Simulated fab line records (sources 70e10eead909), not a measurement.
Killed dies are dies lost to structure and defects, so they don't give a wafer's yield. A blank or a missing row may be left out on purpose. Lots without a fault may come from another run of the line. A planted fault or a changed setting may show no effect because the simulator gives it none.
Comparing a struck lot with a sound one | flow nand harc | 14 steps out of a route of 1302
Sound: these wafers, L381.1, L381.4, L381.6. Struck: wafers L397.4, L397.6 (left out: L397.2, a lot-mate that was not struck); the cause follows at the end.
Per side, at each step with rows, come the tool, then ch with its chambers, and then its first start. Under that, the readings that differ: sound wafers | struck wafers | difference of the means | sigmas: that difference in standard deviations of wafers without a fault.
alike: a reading whose means differ by less than 2 such deviations, as well as words and numbers matching on both sides. not compared: withheld readings; readings where some wafer has no value; bounds like >300 that might hide an equal value; numbers whose values overlap and for which the record gives no deviation.
Wherever a step has rows on one side only, a row that says differs or no value, or a row with sigmas, the two part there. Non-overlapping numbers with no deviation appear without sigmas and do not part them. A reading missing from all wafers of one side parts the sides only when that side holds two or more wafers.

NHARC_A_SOURCE_PLATE_THK_MEAS_09: measures by ellipsometry.
  struck on film metro-02, day 14 11:38; sound on film metro-01, day 7 12:07
  alike: thk nm
then, 3 steps without rows for these wafers: NHARC_A_SOURCE_PLATE_PVD_04 (deposits WSi2, target thk 50 nm); NHARC_A_SOURCE_PLATE_CVD_03 (deposits poly-Si, target thk 200 nm, time 4000 s); NHARC_A_SOURCE_PLATE_ANNEAL_05 (time 1800 s).
NHARC_A_SOURCE_PLATE_THK_MEAS_06: measures by ellipsometry.
  struck on film metro-01, day 15 02:43; sound on film metro-01, day 8 00:38
  reading     | sound             | struck      | difference | sigmas
  thk nm (nm) | 197.8 196.5 199.6 | 204.4 202.8 | +5.6       | +2
NHARC_A_SOURCE_PLATE_INSPECT_08:
  struck on defect inspect-01, day 15 02:47; sound on defect inspect-01, day 8 00:45
  alike: raw defect count
next comes 1 step that has no rows for these wafers: NHARC_A_ONON_D1_DEP_00 (target thickness 1000 nm).
NHARC_A_ONON_D1_THK_MEAS_02: measures by ellipsometry.
  struck on film metro-01, day 15 03:21; sound on film metro-02, day 8 01:19
  alike: thk nm
next comes 1 step that has no rows for these wafers: NHARC_A_ONON_D1_DEP_03 (target thickness 1000 nm).
NHARC_A_ONON_D1_THK_MEAS_05: measures by ellipsometry.
  struck on film metro-01, day 15 03:55; sound on film metro-02, day 8 01:53
  reading     | sound          | struck  | difference | sigmas
  thk nm (nm) | 1009 1008 1008 | 987 986 | -22        | -2
NHARC_A_ONON_D1_DEP_06: target thk 1000 nm.
  sound on pecvd onon-02 ch 0, day 8 01:57; struck on pecvd onon-03 ch 0, day 15 04:02
  alike: n2o flow sccm
NHARC_A_ONON_D1_THK_MEAS_08: measures by ellipsometry.
  struck on film metro-02, day 15 04:29; sound on film metro-01, day 8 02:28
  reading     | sound          | struck    | difference | sigmas
  thk nm (nm) | 1013 1014 1015 | 1435 1435 | +421       | +43
next comes 1 step that has no rows for these wafers: NHARC_A_ONON_D1_DEP_09 (target thickness 1000 nm).
-- jump in the record: it breaks off in module A_ONON_D1 and resumes in module END (first step shown: number 1302 of the route), and 18 days separate the struck wafers' starts before and after --
NHARC_END_SORT_01:
  sound on prober-01 ch 0, day 26 01:29; struck on prober-01 ch 0, day 32 22:49
  reading         | sound    | struck  | difference | sigmas
  killed at array | 48 57 50 | 671 671 | +619       | +29
  killed dies     | 51 62 59 | 677 677 | +620       | +30
  alike: killed at other, killed at periphery, killed open, killed short

WHERE THEY PART
Earliest at NHARC_A_SOURCE_PLATE_THK_MEAS_06; latest, in this record, at NHARC_END_SORT_01.

WHY: what had been put in by the simulator
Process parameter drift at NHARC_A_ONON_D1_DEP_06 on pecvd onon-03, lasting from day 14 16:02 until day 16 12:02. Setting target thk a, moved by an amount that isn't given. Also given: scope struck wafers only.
